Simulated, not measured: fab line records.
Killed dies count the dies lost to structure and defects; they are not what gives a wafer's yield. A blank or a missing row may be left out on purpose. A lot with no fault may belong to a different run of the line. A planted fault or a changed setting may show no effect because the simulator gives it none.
Lot-split experiment / flow n5 finfet / 7 lots, 21 wafers read, on a route of 1938 steps

== SPLIT DETAILS ==
At N5_BEOL_M2_ETCH_74 (etches underlayer in N2/H2, target depth 6.5 nm, time 5.2 s), the setting source w was moved away from the recipe's 840 W on 3 of the 21 wafers read, by -13.9% to +6.3%. All remaining wafers had this setting at the recipe value.

The reading comes from the split's own step.

== THE READING ==
rf vpp V, in V, at N5_BEOL_M2_ETCH_74 (etches underlayer in N2/H2, target depth 6.5 nm, time 5.2 s). A value of 524.5 V with a standard deviation of 2.3 V is what fault-free wafers of this fab line usually give.

wafer=L076.2; tool, chamber at the split=rie diel-02, 1; source w as run, W=840; against the recipe=recipe; rf vpp V, V=524.1; against lot-mates on the recipe=-
wafer=L076.3; tool, chamber at the split=rie diel-02, 0; source w as run, W=840; against the recipe=recipe; rf vpp V, V=522.3; against lot-mates on the recipe=-
wafer=L076.6; tool, chamber at the split=rie diel-02, 1; source w as run, W=722.9; against the recipe=-13.9%; rf vpp V, V=549.8; against lot-mates on the recipe=+26.6
wafer=L086.1; tool, chamber at the split=rie diel-02, 3; source w as run, W=840; against the recipe=recipe; rf vpp V, V=524.2; against lot-mates on the recipe=-
wafer=L086.5; tool, chamber at the split=rie diel-02, 0; source w as run, W=765.1; against the recipe=-8.9%; rf vpp V, V=538.6; against lot-mates on the recipe=+14.9
wafer=L086.6; tool, chamber at the split=rie diel-02, 1; source w as run, W=840; against the recipe=recipe; rf vpp V, V=523.1; against lot-mates on the recipe=-
wafer=L087.1; tool, chamber at the split=rie diel-04, 1; source w as run, W=840; against the recipe=recipe; rf vpp V, V=528.0; against lot-mates on the recipe=-
wafer=L087.2; tool, chamber at the split=rie diel-04, 2; source w as run, W=840; against the recipe=recipe; rf vpp V, V=522.7; against lot-mates on the recipe=-
wafer=L087.4; tool, chamber at the split=rie diel-04, 0; source w as run, W=840; against the recipe=recipe; rf vpp V, V=523.6; against lot-mates on the recipe=-
wafer=L088.1; tool, chamber at the split=rie diel-01, 1; source w as run, W=840; against the recipe=recipe; rf vpp V, V=525.5; against lot-mates on the recipe=-
wafer=L088.5; tool, chamber at the split=rie diel-01, 0; source w as run, W=840; against the recipe=recipe; rf vpp V, V=523.2; against lot-mates on the recipe=-
wafer=L088.6; tool, chamber at the split=rie diel-01, 1; source w as run, W=892.6; against the recipe=+6.3%; rf vpp V, V=515.9; against lot-mates on the recipe=-8.5
wafer=L089.1; tool, chamber at the split=rie diel-02, 0; source w as run, W=840; against the recipe=recipe; rf vpp V, V=520.6; against lot-mates on the recipe=-
wafer=L089.2; tool, chamber at the split=rie diel-02, 1; source w as run, W=840; against the recipe=recipe; rf vpp V, V=521.1; against lot-mates on the recipe=-
wafer=L089.3; tool, chamber at the split=rie diel-02, 3; source w as run, W=840; against the recipe=recipe; rf vpp V, V=523.1; against lot-mates on the recipe=-
wafer=L094.1; tool, chamber at the split=rie diel-04, 1; source w as run, W=840; against the recipe=recipe; rf vpp V, V=529.3; against lot-mates on the recipe=-
wafer=L094.3; tool, chamber at the split=rie diel-04, 3; source w as run, W=840; against the recipe=recipe; rf vpp V, V=525.8; against lot-mates on the recipe=-
wafer=L094.6; tool, chamber at the split=rie diel-04, 2; source w as run, W=840; against the recipe=recipe; rf vpp V, V=527.0; against lot-mates on the recipe=-
wafer=L095.2; tool, chamber at the split=rie diel-04, 0; source w as run, W=840; against the recipe=recipe; rf vpp V, V=522.1; against lot-mates on the recipe=-
wafer=L095.3; tool, chamber at the split=rie diel-04, 1; source w as run, W=840; against the recipe=recipe; rf vpp V, V=528.9; against lot-mates on the recipe=-
wafer=L095.4; tool, chamber at the split=rie diel-04, 3; source w as run, W=840; against the recipe=recipe; rf vpp V, V=524.2; against lot-mates on the recipe=-

FIT RESULTS
A straight line over all 21 wafers: rf vpp V changes by -1.7 V for each +1% of source w; r = -0.94; the points scatter about the line by 2.5 V.
The same after taking each lot's own level away (the mean of its wafers on the recipe; 21 wafers): -1.77 V for each +1%; r = -0.97; scatter 1.9 V.
On that fit, the largest move of source w shifts the reading by 25 V.
The span of the lots' own levels, 521.60 to 527.37 V, comes to 2.5 times the standard deviation stated above.
So the lot-to-lot level changes the slope little: the two slopes agree.
Check: with one of the wafers moved furthest among these (-13.9%) left out of the fit, the line predicts +21.9 V for it against its lot-mates. It came out at +26.6 V against them.
Tool readings at the split's step, against how far the setting was moved: rf vpp V r = -0.94.

== THE OTHER SPLITS THESE WAFERS WENT THROUGH ==
Before the reading, these wafers also passed through other splits. Each is held against what the fit with the lots' levels taken away leaves over:
other split on the same wafers=N5_BEOL_M0_SAQP_EXPOSE_37 dose mj; wafers away from the commonest value=5; r with rf vpp V (lot level and that fit taken away)=+0.01
other split on the same wafers=N5_BEOL_M1_PECVD_72 temp c; wafers away from the commonest value=10; r with rf vpp V (lot level and that fit taken away)=+0.11
other split on the same wafers=N5_BEOL_M1_COAT_05 spin rpm; wafers away from the commonest value=5; r with rf vpp V (lot level and that fit taken away)=+0.16

== THE FILE'S OWN FIT ==
rf vpp V changes by -1.78 V for each +1% of source w, r = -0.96.
